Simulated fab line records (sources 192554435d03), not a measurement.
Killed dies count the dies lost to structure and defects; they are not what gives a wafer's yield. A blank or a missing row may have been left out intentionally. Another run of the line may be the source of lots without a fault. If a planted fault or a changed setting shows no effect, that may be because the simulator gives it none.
Which of the tools did it? :: flow n5 finfet :: 12 lots, 36 wafers sampled, at 1 step of a route of 1938

== WHAT THE GAUGES READ, wafer by wafer ==
N5_BEOL_M6_CD_MEAS_28: target cd 40 nm.
lot: L075
measured: day 10 14:20
on: cd sem-03
cd nm (nm): 40.11 40.22 40.05

lot: L076
measured: day 11 11:27
on: cd sem-02
cd nm (nm): 39.84 40.04 40.20

lot: L079
measured: day 12 03:52
on: cd sem-03
cd nm (nm): 40.40 40.72 40.27

lot: L081
measured: day 13 23:14
on: cd sem-01
cd nm (nm): 40.50 40.41 40.03

lot: L084
measured: day 15 01:38
on: cd sem-02
cd nm (nm): 40.42 40.46 40.16

lot: L086
measured: day 15 16:06
on: cd sem-01
cd nm (nm): 40.31 40.18 39.89

lot: L090
measured: day 16 06:56
on: cd sem-02
cd nm (nm): 40.26 40.27 39.76

lot: L095
measured: day 17 02:48
on: cd sem-02
cd nm (nm): 39.92 40.00 40.03

lot: L091
measured: day 17 10:06
on: cd sem-03
cd nm (nm): 39.95 40.22 40.26

lot: L094
measured: day 18 06:29
on: cd sem-01
cd nm (nm): 39.89 39.88 40.06

lot: L089
measured: day 18 06:34
on: cd sem-02
cd nm (nm): 40.26 39.97 39.92

lot: L096
measured: day 18 12:37
on: cd sem-02
cd nm (nm): 40.14 40.28 40.10

== TOOL THAT RAN EACH LOT (tool first, then ch and the chambers of the sampled wafers, then the start) ==
Record: no process step prior to these readings.

== THE ANSWER, worked out from the rows above alone ==
Rule: the lots themselves supply what counts as usual. The widest of any qualifying gaps counts: lots, ordered by their means at a reading, are off when they make up no more than a third of the lots, leave a main group of 4 or more, and stand apart from it by 3 or more times the standard deviation of that group's means. Not used: any main group whose means are identical at the precision the tables above print for the reading. Also off: a lot with no number at a reading for which 4 or more lots have one. The other lots that the step has rows for count as sound.
No lot is off on any of the readings shown, so nothing can be concluded from this.

== WHAT THE SIMULATOR PUT IN ==
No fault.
